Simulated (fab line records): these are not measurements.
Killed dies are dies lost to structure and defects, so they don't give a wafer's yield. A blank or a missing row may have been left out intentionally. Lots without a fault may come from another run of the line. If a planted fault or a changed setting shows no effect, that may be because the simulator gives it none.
Split-lot experiment / flow n5-finfet / 7 lots, 21 wafers read, on a route of 1938 steps

## ABOUT THE SPLIT
At N5_BEOL_M9_EXPOSE_25 (exposes mask V8), the setting dose-mj was moved away from the recipe's 37.25 on 9 of the 21 wafers read, by -6.3% to +7.2%. All remaining wafers had this setting at the recipe value.

## FROM THE SPLIT TO THE READING: what the file shows between them, 2 steps
- N5_BEOL_M9_PEB_26: peb time 60 s
- N5_BEOL_M9_DEVELOP_27: develop time 30 s

## THE READING
Shown in nm: cd-nm at N5_BEOL_M9_CD_MEAS_28, with target cd 70 nm. A value of 70.12 nm with a standard deviation of 0.26 nm is what fault-free wafers of this fab line usually give.

wafer=L079.4; tool, chamber at the split=euv-scanner-02, 0; dose-mj as run=37.25; against the recipe=recipe; cd-nm, nm=69.89; against lot-mates on the recipe=-
wafer=L079.5; tool, chamber at the split=euv-scanner-02, 0; dose-mj as run=37.25; against the recipe=recipe; cd-nm, nm=70.11; against lot-mates on the recipe=-
wafer=L079.6; tool, chamber at the split=euv-scanner-02, 0; dose-mj as run=37.25; against the recipe=recipe; cd-nm, nm=70.33; against lot-mates on the recipe=-
wafer=L080.3; tool, chamber at the split=euv-scanner-01, 0; dose-mj as run=37.25; against the recipe=recipe; cd-nm, nm=70.06; against lot-mates on the recipe=-
wafer=L080.4; tool, chamber at the split=euv-scanner-01, 0; dose-mj as run=37.25; against the recipe=recipe; cd-nm, nm=70.00; against lot-mates on the recipe=-
wafer=L080.5; tool, chamber at the split=euv-scanner-01, 0; dose-mj as run=37.25; against the recipe=recipe; cd-nm, nm=70.06; against lot-mates on the recipe=-
wafer=L081.1; tool, chamber at the split=euv-scanner-02, 0; dose-mj as run=36.48; against the recipe=-2.1%; cd-nm, nm=69.36; against lot-mates on the recipe=no lot-mate on the recipe
wafer=L081.2; tool, chamber at the split=euv-scanner-02, 0; dose-mj as run=36.48; against the recipe=-2.1%; cd-nm, nm=69.85; against lot-mates on the recipe=no lot-mate on the recipe
wafer=L081.4; tool, chamber at the split=euv-scanner-02, 0; dose-mj as run=36.48; against the recipe=-2.1%; cd-nm, nm=70.32; against lot-mates on the recipe=no lot-mate on the recipe
wafer=L085.2; tool, chamber at the split=euv-scanner-01, 0; dose-mj as run=39.95; against the recipe=+7.2%; cd-nm, nm=72.04; against lot-mates on the recipe=+1.52
wafer=L085.5; tool, chamber at the split=euv-scanner-01, 0; dose-mj as run=39.95; against the recipe=+7.2%; cd-nm, nm=71.74; against lot-mates on the recipe=+1.22
wafer=L085.6; tool, chamber at the split=euv-scanner-01, 0; dose-mj as run=37.25; against the recipe=recipe; cd-nm, nm=70.52; against lot-mates on the recipe=-
wafer=L084.2; tool, chamber at the split=euv-scanner-01, 0; dose-mj as run=37.25; against the recipe=recipe; cd-nm, nm=70.41; against lot-mates on the recipe=-
wafer=L084.3; tool, chamber at the split=euv-scanner-01, 0; dose-mj as run=37.25; against the recipe=recipe; cd-nm, nm=70.13; against lot-mates on the recipe=-
wafer=L084.5; tool, chamber at the split=euv-scanner-01, 0; dose-mj as run=37.25; against the recipe=recipe; cd-nm, nm=70.04; against lot-mates on the recipe=-
wafer=L090.1; tool, chamber at the split=euv-scanner-01, 0; dose-mj as run=34.91; against the recipe=-6.3%; cd-nm, nm=68.09; against lot-mates on the recipe=-2.22
wafer=L090.2; tool, chamber at the split=euv-scanner-01, 0; dose-mj as run=37.25; against the recipe=recipe; cd-nm, nm=70.31; against lot-mates on the recipe=-
wafer=L090.5; tool, chamber at the split=euv-scanner-01, 0; dose-mj as run=34.91; against the recipe=-6.3%; cd-nm, nm=68.83; against lot-mates on the recipe=-1.48
wafer=L092.1; tool, chamber at the split=euv-scanner-01, 0; dose-mj as run=38.46; against the recipe=+3.2%; cd-nm, nm=70.72; against lot-mates on the recipe=+0.72
wafer=L092.3; tool, chamber at the split=euv-scanner-01, 0; dose-mj as run=38.46; against the recipe=+3.2%; cd-nm, nm=70.79; against lot-mates on the recipe=+0.79
wafer=L092.5; tool, chamber at the split=euv-scanner-01, 0; dose-mj as run=37.25; against the recipe=recipe; cd-nm, nm=70.00; against lot-mates on the recipe=-

FIT RESULTS
A straight line over all 21 wafers: cd-nm changes by +0.24 nm for each +1% of dose-mj; r = +0.95; the points scatter about the line by 0.27 nm.
The same after taking each lot's own level away (the mean of its wafers on the recipe; 18 wafers): +0.237 nm for each +1%; r = +0.96; scatter 0.23 nm.
According to that fit, moving dose-mj by its largest amount changes the reading by 1.7 nm.
Across the lots, their own levels run from 70.000 to 70.520 nm, a range of 2.0 times the standard deviation given above.
So the lot-to-lot level changes the slope little: the two slopes agree.
Check: with one of the wafers moved furthest among these (+7.2%) left out of the fit, the line predicts +1.69 nm for it against its lot-mates. Against them it came out at +1.52 nm.

## THE OTHER SPLITS THESE WAFERS WENT THROUGH
Note: prior to the reading, these wafers also went through further splits. Each is held against what the fit with the lots' levels taken away leaves over:
other split on the same wafers=N5_BEOL_M7_VIA_ETCH_34 source-w; wafers away from the commonest value=8; r with cd-nm (lot level and that fit taken away)=-0.21
other split on the same wafers=N5_BEOL_M7_TRENCH_ETCH_37 bias-w; wafers away from the commonest value=6; r with cd-nm (lot level and that fit taken away)=-0.44
other split on the same wafers=N5_BEOL_M8_ETCH_65 source-w; wafers away from the commonest value=8; r with cd-nm (lot level and that fit taken away)=+0.29

## THE FILE'S OWN FIT
cd-nm changes by +0.234 nm for each +1% of dose-mj, r = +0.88.
